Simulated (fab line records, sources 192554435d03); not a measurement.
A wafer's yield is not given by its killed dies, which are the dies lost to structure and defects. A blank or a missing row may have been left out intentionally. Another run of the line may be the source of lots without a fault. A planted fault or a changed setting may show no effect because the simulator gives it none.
fab line records    flow n5Finfet
record lots=5  wafers=14  lastDay=17
route steps=1938 shown BEOL_M1@782 BEOL_M4@1111
lots with no fault: from the same line, run without faults
startH: hours from the record's opening day to when the first of the lot's shown wafers began    waitH: hours from the lot's prior step to this one    " same as the row above    L1.1+2: several wafers, shown together as one row    - no value, or no start was given    * or withheld: withheld    < > ~ a bound
route shown NAME@n: NAME is a module with steps in the file, n the number in the route of the first one    usual: mean/standard deviation of fault-free wafers    same: alike in all rows    chamber/n: place in a boat    sites: per-site readings    _std_site: how widely they spread, as a standard deviation    _edge_site: inner sites' mean taken away from outer sites' mean    radiusMm: for every site, how far away it sits from the centre of the wafer    mask NAME#n: copy n    behind: the last tool/chamber to shape the wafer    hold: reason for holding the lot/hours on hold/outcome of the hold    device: the n, p or np transistor that did not switch    end of line: tests of these same wafers at the route's end    where a step has no rows: the recipe by itself    killed: dies lost to structure and defects at the first sort, not the wafer's yield    map: a wafer's dies, x killed, . not, _ none there
set.NAME: the setting as run; set.NAME@STEP: as run at that earlier step    model.NAME: the simulator's own value behind a step, which no gauge read
lots at some steps of the route; a table a step, a row a wafer
services: from which hour (startH, from the record's first day; less than 0 if before it) a tool's chamber was out of use, for how many hours, and why
## steps
# step N5_BEOL_M1_SOFTBAKE_23
# recipe tempC=110  timeS=60  resist=CAR-EUV
# step N5_BEOL_M1_EXPOSE_25
# recipe maskId=V0  na=0.33  sourceShape=quasar  sigmaInner=0.2  sigmaOuter=0.8  polarization=unpolarized  defocusNm=5  targetCdNm=24  doseMj=63
# step N5_BEOL_M1_PEB_26
# recipe pebTempC=100  pebTimeS=60  resist=CAR-EUV
# step N5_BEOL_M1_DEVELOP_27
# recipe developTimeS=30  developer=TMAH  resist=CAR-EUV  rinseLiquid=surfactantRinse  dry=airSpin  devTempC=23
# step N5_BEOL_M1_CD_MEAS_28
# recipe landingEnergyEv=500  detector=seInlens  targetCdYNm=23.3
# usual cdNm=23.87/0.27
lot.wafer  tool      chamber  startH  waitH  cdNm
L610.1     cdSem-03  0        130.72  -      23.87
L610.4     "         0        "       "      24.39
L610.5     "         0        "       "      23.78
L612.3     cdSem-03  0        155.15  -      23.42
L612.4     "         0        "       "      24.03
L612.5     "         0        "       "      23.21
L621.2     cdSem-03  0        200.76  -      24.13
L621.4     "         0        "       "      23.87
L621.5     "         0        "       "      23.80
L622.1     cdSem-03  0        204.17  -      23.97
L622.3     "         0        "       "      23.88
L622.4     "         0        "       "      24.04
L629.4     cdSem-01  0        250.67  -      23.89
L629.5     "         0        "       "      24.03
# step N5_BEOL_M1_OVL_MEAS_29
# recipe pointsPerWafer=522
# usual V0_OVL=0.1/0.68
lot.wafer  tool        chamber  startH  waitH  V0_OVL[nm]
L610.1     overlay-02  0        130.75  0.0    1.2
L610.4     "           0        "       "      0.7
L610.5     "           0        "       "      0.4
L612.3     overlay-02  0        155.19  0.0    -0.5
L612.4     "           0        "       "      0.3
L612.5     "           0        "       "      0.4
L621.2     overlay-02  0        200.80  0.0    0.3
L621.4     "           0        "       "      0.4
L621.5     "           0        "       "      0.5
L622.1     overlay-01  0        204.20  0.0    -0.1
L622.3     "           0        "       "      -0.5
L622.4     "           0        "       "      0.3
L629.4     overlay-02  0        250.72  0.0    1.2
L629.5     "           0        "       "      1.1
# step N5_BEOL_M1_INSPECT_30
# recipe mode=adi  inspectInstrument=brightfield
# usual rawDefectCount=432/110
lot.wafer  tool              chamber  startH  waitH  rawDefectCount
L610.1     defectInspect-01  -        130.81  0.1    403
L610.4     "                 -        "       "      356
L610.5     "                 -        "       "      361
L612.3     defectInspect-02  -        155.24  0.0    436
L612.4     "                 -        "       "      492
L612.5     "                 -        "       "      486
L621.2     defectInspect-01  -        200.85  0.0    452
L621.4     "                 -        "       "      508
L621.5     "                 -        "       "      568
L622.1     defectInspect-01  -        204.26  0.1    352
L622.3     "                 -        "       "      427
L622.4     "                 -        "       "      237
L629.4     defectInspect-01  -        250.76  0.0    299
L629.5     "                 -        "       "      324
# step N5_BEOL_M1_DESCUM_33
# recipe chemistry=O2  timeS=7  sourcePowerW=50  biasPowerW=20  pressureMtorr=20  rfFrequencyHz=2.712e+07  tempC=40  resist=CAR-EUV  o2FlowSccm=225
# usual drypumpMotorCurrentA=5.7/0.48  oesProductAu=0.82/0.084  rfVppV=243.1/1.2  showerheadPlenumPTorr=2.09/0.062  throttleValvePct=20.32/0.21
lot.wafer  tool        chamber  startH  waitH  drypumpMotorCurrentA  oesProductAu  rfHoursCounterH  rfVppV  showerheadPlenumPTorr  throttleValvePct
L610.1     rieDiel-01  0        130.95  0.1    5.5                   0.95          6                241.4   2.04                   20.05
L610.4     "           3        "       "      6.1                   0.89          30               243.6   2.13                   20.29
L610.5     "           3        "       "      6.0                   0.88          -                245.2   2.13                   20.29
L612.3     rieDiel-03  3        155.39  0.1    6.5                   0.91          22               245.7   2.23                   20.29
L612.4     "           0        "       "      6.1                   0.84          52               244.2   2.11                   20.36
L612.5     "           3        "       "      6.5                   0.91          -                244.7   2.23                   20.29
L621.2     rieDiel-03  1        200.88  0.0    6.6                   0.76          164              244.4   2.06                   20.32
L621.4     "           0        "       "      6.1                   0.84          68               244.3   2.10                   20.39
L621.5     "           2        "       "      5.8                   0.78          -                242.4   2.10                   20.24
L622.1     rieDiel-05  2        204.29  0.0    5.0                   0.86          71               241.5   2.02                   20.37
L622.3     "           3        "       "      5.8                   0.72          -                244.3   2.18                   20.85
L622.4     "           2        "       "      5.0                   0.85          -                243.2   2.02                   20.38
L629.4     rieDiel-05  1        250.79  0.0    5.9                   1.02          2                244.5   2.14                   19.93
L629.5     "           1        "       "      5.9                   1.02          -                243.4   2.14                   19.93
# step N5_BEOL_M1_ETCH_77
# recipe chemistry=N2/H2  target=underlayer  targetDepthA=65  maskMaterial=CAR-EUV  timeS=5.2  ionEnergyEv=200  pressureMtorr=30  sourceW=840  biasW=150  n2FlowSccm=200  h2FlowSccm=200  ends=cleared
# usual drypumpMotorCurrentA=5.7/0.48  etchRfOnTimeS=5.25/0.2  oesProductAu=0.70/0.073  rfVppV=523.8/2.5  showerheadPlenumPTorr=2.53/0.078  throttleValvePct=17.70/0.27
lot.wafer  tool        chamber  startH  waitH  drypumpMotorCurrentA  etchRfOnTimeS  oesProductAu  rfHoursCounterH  rfVppV  showerheadPlenumPTorr  throttleValvePct
L610.1     rieDiel-01  0        130.98  0.0    5.5                   4.87           0.83          6                521.5   2.48                   17.55
L610.4     "           3        "       "      6.0                   5.24           0.76          30               524.6   2.58                   17.68
L610.5     "           3        "       "      6.0                   5.22           0.75          -                525.7   2.58                   17.67
L612.3     rieDiel-03  3        155.42  0.0    6.5                   5.20           0.79          22               527.5   2.70                   17.60
L612.4     "           0        "       "      6.1                   4.93           0.75          52               524.9   2.59                   18.03
L612.5     "           3        "       "      6.5                   5.20           0.77          -                529.2   2.70                   17.64
L621.2     rieDiel-03  1        200.92  0.0    6.6                   5.22           0.65          164              523.0   2.52                   17.79
L621.4     "           0        "       "      6.0                   4.89           0.72          68               525.0   2.58                   18.08
L621.5     "           2        "       "      5.8                   5.28           0.66          -                524.8   2.56                   17.67
L622.1     rieDiel-05  2        204.34  0.0    5.0                   5.26           0.72          71               522.5   2.45                   17.75
L622.3     "           3        "       "      5.8                   5.52           0.60          -                524.7   2.63                   18.18
L622.4     "           2        "       "      5.0                   5.25           0.74          -                522.4   2.45                   17.75
L629.4     rieDiel-05  1        250.83  0.0    5.9                   5.36           0.83          2                526.6   2.59                   17.22
L629.5     "           1        "       "      5.9                   5.41           0.84          -                525.3   2.59                   17.24
# step N5_BEOL_M1_ETCH_69
# recipe chemistry=CF4  target=SiARC  targetDepthA=156  maskMaterial=CAR-EUV  timeS=26  ionEnergyEv=80  pressureMtorr=40  sourceW=545  biasW=36  Ar_flow_sccm=100  cf4FlowSccm=100  ends=cleared
# usual cf4FlowSccm=100.03/0.29  drypumpMotorCurrentA=5.7/0.48  etchRfOnTimeS=26.4/0.83  oesProductAu=0.70/0.071  rfVppV=184.1/1.1  showerheadPlenumPTorr=2.14/0.064  throttleValvePct=15.47/0.23
lot.wafer  tool        chamber  startH  waitH  cf4FlowSccm  drypumpMotorCurrentA  etchRfOnTimeS  oesProductAu  rfHoursCounterH  rfVppV  showerheadPlenumPTorr  throttleValvePct
L610.1     rieDiel-01  0        131.00  0.0    99.86        5.5                   24.8           0.83          6                181.4   2.10                   15.22
L610.4     "           3        "       "      99.86        6.0                   26.0           0.76          30               183.6   2.20                   15.51
L610.5     "           3        "       "      99.60        6.0                   26.2           0.76          -                185.3   2.20                   15.52
L612.3     rieDiel-03  3        155.44  0.0    100.14       6.5                   26.3           0.76          22               185.0   2.27                   15.28
L612.4     "           0        "       "      99.85        6.0                   25.2           0.74          52               185.6   2.15                   15.46
L612.5     "           3        "       "      100.00       6.5                   26.4           0.77          -                184.9   2.27                   15.27
L621.2     rieDiel-03  1        200.93  0.0    100.15       6.6                   26.2           0.65          164              183.6   2.12                   15.66
L621.4     "           0        "       "      100.37       6.0                   25.3           0.71          68               183.8   2.15                   15.48
L621.5     "           2        "       "      100.25       5.8                   26.4           0.66          -                185.2   2.15                   15.48
L622.1     rieDiel-05  2        204.37  0.0    99.67        5.0                   26.3           0.73          71               182.5   2.07                   15.50
L622.3     "           3        "       "      100.09       5.8                   27.6           0.60          -                184.6   2.22                   16.00
L622.4     "           2        "       "      99.72        5.0                   26.7           0.72          -                184.2   2.07                   15.51
L629.4     rieDiel-05  1        250.84  0.0    99.66        6.0                   26.7           0.84          2                183.5   2.19                   15.07
L629.5     "           1        "       "      100.09       6.0                   26.8           0.84          -                185.3   2.19                   15.07
# step N5_BEOL_M1_ALD_98
# recipe material=SiO2  targetThkA=25  tempC=100  aldPrecursorFamily=BDEAS  aldCoReactant=O2-plasma  pulseTimeS=1  coReactantPulseTimeS=1  purgeTimeS=2  coReactantPurgeTimeS=2  aldCycles=17  pressureTorr=2
# usual chamberPressureTorr=2.000/0.0042  heaterPowerW=78/7.3  precursorPulseHeightRel=1.001/0.019
lot.wafer  tool       chamber  startH  waitH  chamberPressureTorr  heaterPowerW  precursorPulseHeightRel
L610.1     aldSin-04  2        131.17  0.1    2.000                76            0.988
L610.4     "          0        "       "      2.004                73            1.013
L610.5     "          2        "       "      2.003                78            1.016
L612.3     aldSin-01  1        155.52  0.1    2.006                72            0.985
L612.4     "          2        "       "      1.997                72            0.967
L612.5     "          0        "       "      1.999                85            0.974
L621.2     aldSin-04  1        201.02  0.1    1.994                71            1.009
L621.4     "          0        "       "      1.996                72            1.004
L621.5     "          2        "       "      1.996                78            0.982
L622.1     aldSin-02  2        204.49  0.1    2.000                87            0.998
L622.3     "          0        "       "      2.005                78            0.990
L622.4     "          1        "       "      1.997                74            1.023
L629.4     aldSin-01  3        250.93  0.1    2.001                75            0.994
L629.5     "          2        "       "      1.998                70            0.970
# step N5_BEOL_M1_ETCHBACK_99
# recipe chemistry=CHF3  target=SiO2  targetDepthA=50  timeS=10.4  sourceW=215  biasW=47  Ar_flow_sccm=200  CHF3_flow_sccm=12  ionEnergyEv=100  pressureMtorr=30
# usual drypumpMotorCurrentA=5.7/0.42  oesProductAu=0.86/0.065  rfVppV=242/7.8  showerheadPlenumPTorr=2.15/0.058  throttleValvePct=16.93/0.17
lot.wafer  tool        chamber  startH  waitH  drypumpMotorCurrentA  oesProductAu  rfHoursCounterH  rfVppV  showerheadPlenumPTorr  throttleValvePct
L610.1     rieDiel-01  3        135.66  4.4    6.0                   0.88          32               229     2.23                   17.10
L610.4     "           1        "       "      5.4                   0.89          16               247     2.13                   16.72
L610.5     "           1        "       "      5.4                   0.89          -                246     2.13                   16.72
L612.3     rieDiel-01  1        165.31  9.7    5.4                   0.87          27               248     2.13                   16.73
L612.4     "           3        "       "      6.0                   0.86          44               229     2.22                   17.12
L612.5     "           0        "       "      5.5                   0.93          -                244     2.13                   16.88
L621.2     rieDiel-01  0        202.83  1.8    5.5                   0.90          33               246     2.12                   16.92
L621.4     "           1        "       "      5.4                   0.85          41               247     2.13                   16.78
L621.5     "           3        "       "      6.0                   0.85          -                229     2.22                   17.14
L622.1     rieDiel-03  3        206.65  2.1    6.5                   0.88          41               237     2.31                   16.98
L622.3     "           0        "       "      6.0                   0.84          70               251     2.16                   16.99
L622.4     "           1        "       "      6.6                   0.76          165              247     2.12                   17.04
L629.4     rieDiel-01  0        254.20  3.2    5.5                   0.87          48               245     2.12                   16.94
L629.5     "           3        "       "      6.0                   0.83          -                228     2.21                   17.17
# step N5_BEOL_M1_ETCH_70
# recipe chemistry=N2/H2  target=SOC  targetDepthA=800  overetchA=160  maskMaterial=SiARC  tempC=40  timeS=120  ionEnergyEv=200  pressureMtorr=30  sourceW=840  biasW=150  n2FlowSccm=200  h2FlowSccm=200
# usual drypumpMotorCurrentA=5.7/0.43  oesProductAu=0.65/0.045  rfVppV=523.4/1.8  showerheadPlenumPTorr=2.51/0.066  throttleValvePct=17.54/0.26
lot.wafer  tool        chamber  startH  waitH  drypumpMotorCurrentA  oesProductAu  rfHoursCounterH  rfVppV  showerheadPlenumPTorr  throttleValvePct  model.SiARC_of_BEOL_M1_COAT_68.thkNm
L610.1     rieDiel-01  3        135.69  0.0    6.1                   0.69          32               525.3   2.58                   17.64             6.8
L610.4     "           1        "       "      5.4                   0.70          16               521.2   2.49                   17.21             6.6
L610.5     "           1        "       "      5.4                   0.70          -                522.6   2.49                   17.21             6.6
L612.3     rieDiel-01  1        165.35  0.0    5.4                   0.67          27               522.3   2.49                   17.24             6.6
L612.4     "           3        "       "      6.0                   0.66          44               524.8   2.58                   17.64             6.6
L612.5     "           0        "       "      5.5                   0.69          -                522.4   2.47                   17.53             5.8
L621.2     rieDiel-01  0        202.87  0.0    5.5                   0.66          33               521.6   2.47                   17.54             5.8
L621.4     "           1        "       "      5.4                   0.66          41               521.1   2.48                   17.25             6.4
L621.5     "           3        "       "      6.1                   0.65          -                525.8   2.57                   17.67             6.6
L622.1     rieDiel-03  3        206.69  0.0    6.5                   0.67          41               528.5   2.69                   17.62             6.6
L622.3     "           0        "       "      6.1                   0.63          70               525.4   2.58                   18.02             6
L622.4     "           1        "       "      6.6                   0.58          165              525.2   2.52                   17.77             6.4
L629.4     rieDiel-01  0        254.24  0.0    5.5                   0.66          48               521.4   2.46                   17.57             6
L629.5     "           3        "       "      6.0                   0.64          -                524.0   2.57                   17.71             7.6
# step N5_BEOL_M1_STRIP_71
# recipe chemistry=N2/H2  tempC=40  n2FlowSccm=200  h2FlowSccm=200  rfFrequencyHz=6e+07
# step N5_BEOL_M4_RC_MEAS_101
# usual DIBL_N=37.2/2.5  DIBL_P=38/3  IOFF_N=0.17/0.044  IOFF_P=0.24/0.059  ION_N=667/13  ION_P=461/7.9  SS_N=71.8/0.86  SS_P=73.6/0.92  VT_N=250/4.1  VT_P=-249/3.9
lot.wafer  tool       chamber  startH  waitH  DIBL_N[mV/V]  DIBL_P[mV/V]  IOFF_N[nA/um]  IOFF_P[nA/um]  ION_N[uA/um]  ION_P[uA/um]  SS_N[mV/dec]  SS_P[mV/dec]  VT_N[mV]  VT_P[mV]
L610.1     prober-01  0        178.80  0.0    38.8          39            0.20           0.26           678           464           72.4          73.1          247       -247
L610.4     "          0        "       "      34.9          34            0.12           0.17           654           453           71.8          72.8          252       -252
L610.5     "          0        "       "      41.2          42            0.25           0.32           699           479           73.4          74.8          244       -243
L612.3     prober-01  0        211.21  0.3    40.6          43            0.26           0.37           687           472           72.8          75.7          243       -244
L612.4     "          0        "       "      40.7          40            0.22           0.27           674           462           72.6          74.5          250       -246
L612.5     "          0        "       "      35.4          34            0.13           0.18           654           457           71.2          73.9          252       -252
L621.2     prober-01  0        253.40  0.2    40.6          41            0.22           0.42           684           483           73.4          74.5          244       -238
L621.4     "          0        "       "      40.4          40            0.19           0.34           668           469           73.3          73.7          250       -241
L621.5     "          0        "       "      37.3          37            0.16           0.29           668           476           71.8          73.7          249       -242
L622.1     prober-02  0        253.75  0.0    36.5          40            0.20           0.27           678           471           71.9          73.7          244       -247
L622.3     "          0        "       "      35.4          37            0.17           0.23           664           455           72.4          73.5          246       -247
L622.4     "          0        "       "      36.2          38            0.17           0.23           670           457           72.3          73.4          249       -246
L629.4     prober-01  0        291.20  0.5    39.8          42            0.22           0.36           683           472           72.2          74.0          246       -240
L629.5     "          0        "       "      35.1          35            0.12           0.22           648           456           71.3          72.8          252       -249
## services
tool        chamber  startH  hours  kind
rieDiel-01  2        110.73  -      clean
rieDiel-01  2        110.73  -      consumableReplace:focusRing
rieDiel-01  2        110.73  18.1   scheduledDown
rieDiel-01  2        110.73  18.1   ventCycle
rieDiel-01  -        116.47  2.8    pm
rieDiel-05  0        118.41  3.1    repair
rieDiel-03  -        134.45  2.8    pm
rieDiel-05  -        139.00  2.8    pm
aldSin-04   3        148.02  13.1   repair
aldSin-02   -        155.19  0.6    repair
rieDiel-05  3        158.44  5.2    repair
rieDiel-05  -        183.76  15.6   pm
rieDiel-05  0        200.72  8.9    repair
rieDiel-05  1        203.12  7.6    repair
rieDiel-05  1        211.16  -      clean
rieDiel-05  1        211.16  -      consumableReplace:focusRing
rieDiel-05  1        211.16  31.8   scheduledDown
rieDiel-05  1        211.16  31.8   ventCycle
aldSin-02   1        211.53  4.4    repair
rieDiel-05  3        215.05  2.0    repair
aldSin-02   0        254.11  2.8    repair
## key
firstSign none at tools or gauges
modelEffect step=N5_BEOL_M1_ETCH_70  value=SiARC_of_BEOL_M1_COAT_68.thkNm  without=6.8  struck=7.6
metAt N5_BEOL_M1_ETCH_70
struckWafers L629.5
sortLeftOut L629.5
onsetBetween 202.87 254.24
fault kind=processParameterDrift  tool=rieDiel-01  chamber=-  onsetH=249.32  steps=N5_BEOL_M1_ETCH_70  channel=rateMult  offset=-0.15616  shape=step  endH=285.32  scope=struckWafersOnly
# sortLeftOut: the simulated sort isn't trusted on such a fault, so these wafers' sort isn't shown, and their yield isn't known
